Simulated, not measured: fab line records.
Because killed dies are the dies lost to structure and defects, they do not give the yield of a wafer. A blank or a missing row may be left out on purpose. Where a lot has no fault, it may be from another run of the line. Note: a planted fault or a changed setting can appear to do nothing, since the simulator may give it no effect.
Comparing a struck lot with a sound one | flow nand-harc | 15 steps out of a route of 1302
Sound: wafers L384.4, L384.5, L384.6. Wafers struck: L393.1, L393.2. The cause comes at the end.
At each step with rows: each side's tool, then ch and its chambers, then its first start. Under that, the readings that differ: sound wafers | struck wafers | difference of the means | sigmas: that difference in standard deviations of wafers without a fault.
alike: same words and numbers on both sides, and readings whose means sit less than 2 such deviations apart. not compared: any withheld reading, any reading some wafer has no value for, any bound like >300 that may hide the same value, and any number with overlapping values for which the record gives no deviation.
A row with sigmas, a row that says differs or no value, or rows on one side alone: a step with any of these is where the two part. When numbers do not overlap yet have no deviation, they are printed without sigmas and do not part them. A reading that every wafer of one side lacks parts them only if that side has two wafers or more.

first, 5 steps without rows for these wafers: NHARC_A_SGD_CUT_SOFTBAKE_04 (time 55 s); NHARC_A_SGD_CUT_EBR_05; NHARC_A_SGD_CUT_EXPOSE_06 (exposes mask SGD); NHARC_A_SGD_CUT_PEB_07 (peb time 65 s); NHARC_A_SGD_CUT_DEVELOP_08 (develop time 35 s).
NHARC_A_SGD_CUT_CD_MEAS_09: the cd target is 100 nm.
  sound on cd-sem-02 ch 0, day 20 18:22; struck on cd-sem-03 ch 0, day 25 00:49
  alike: cd-nm
NHARC_A_SGD_CUT_OVL_MEAS_10:
  struck on overlay-02, day 25 00:55; sound on overlay-01, day 20 18:26
  reading           | sound       | struck   | difference | sigmas
  overlay-y-nm (nm) | 1.8 1.3 1.9 | 0.3 -0.5 | -1.8       | -2
  alike: overlay-x-nm
NHARC_A_SGD_CUT_INSPECT_11:
  struck on defect-inspect-02, day 25 00:56; sound on defect-inspect-02, day 20 18:28
  alike: raw-defect-count
NHARC_A_SGD_CUT_DESCUM_14: chemistry O2, time 3 s.
  sound on rie-diel-11 ch 0,1,3, day 20 18:34; struck on rie-diel-11 ch 0,3, day 25 01:01
  reading                | sound          | struck    | difference                   | sigmas
  rf-hours-counter-h (h) | - - -          | 5 6       | no value on the sound wafers |
  rf-vpp-V (V)           | 58.8 58.2 58.3 | 56.3 56.6 | -2.0                         | -2
  alike: drypump-motor-current-A, oes-product-au, showerhead-plenum-p-Torr, throttle-valve-pct
NHARC_A_SGD_CUT_ETCH_58: etches the open film in CF4, target depth 39 nm, time 65 s.
  sound on rie-diel-11 ch 0,1,3, day 20 18:40; struck on rie-diel-11 ch 1,2, day 25 01:06
  reading                | sound | struck | difference                   | sigmas
  rf-hours-counter-h (h) | - - - | 6 6    | no value on the sound wafers |
  alike: drypump-motor-current-A, oes-product-au, rf-vpp-V, showerhead-plenum-p-Torr, throttle-valve-pct
NHARC_A_SGD_CUT_ETCH_59: etches the open film in N2/H2, target depth 260 nm, time 406.25 s.
  sound on rie-diel-11 ch 0,1,3; struck on rie-diel-11 ch 1,3
  reading                | sound | struck | difference                   | sigmas
  rf-hours-counter-h (h) | - - - | 6 5    | no value on the sound wafers |
  alike: drypump-motor-current-A, n2-flow-sccm, oes-product-au, rf-vpp-V, showerhead-plenum-p-Torr, throttle-valve-pct
NHARC_A_SGD_CUT_ETCH_15: etches the open film in CH3F/O2, target depth 75 nm, time 64.3 s.
  sound on rie-diel-11 ch 0,1,3; struck on rie-diel-11 ch 0,1
  reading                | sound | struck | difference                   | sigmas
  rf-hours-counter-h (h) | - - - | 6 6    | no value on the sound wafers |
  alike: drypump-motor-current-A, oes-product-au, rf-vpp-V, showerhead-plenum-p-Torr, throttle-valve-pct
NHARC_A_SGD_CUT_ETCH_16: etches the open film in C4F8/O2/Ar, target depth 310.5 nm, time 155.2 s.
  sound on rie-diel-11 ch 0,1,3, day 20 19:16; struck on rie-diel-11 ch 0,2, day 25 01:35
  reading                | sound             | struck      | difference                   | sigmas
  oes-product-au (a.u.)  | 0.973 0.981 0.981 | 1.035 1.061 | +0.070                       | +5
  rf-hours-counter-h (h) | - - -             | 6 6         | no value on the sound wafers |
  alike: rf-vpp-V
then, 2 steps without rows for these wafers: NHARC_A_SGD_CUT_STRIP_60 (strips in C4F8/O2/Ar); NHARC_END_SORT_01.

WHERE THEY PART
Earliest at NHARC_A_SGD_CUT_OVL_MEAS_10; latest, in this record, at NHARC_A_SGD_CUT_ETCH_16.

WHY: what the simulator had put in
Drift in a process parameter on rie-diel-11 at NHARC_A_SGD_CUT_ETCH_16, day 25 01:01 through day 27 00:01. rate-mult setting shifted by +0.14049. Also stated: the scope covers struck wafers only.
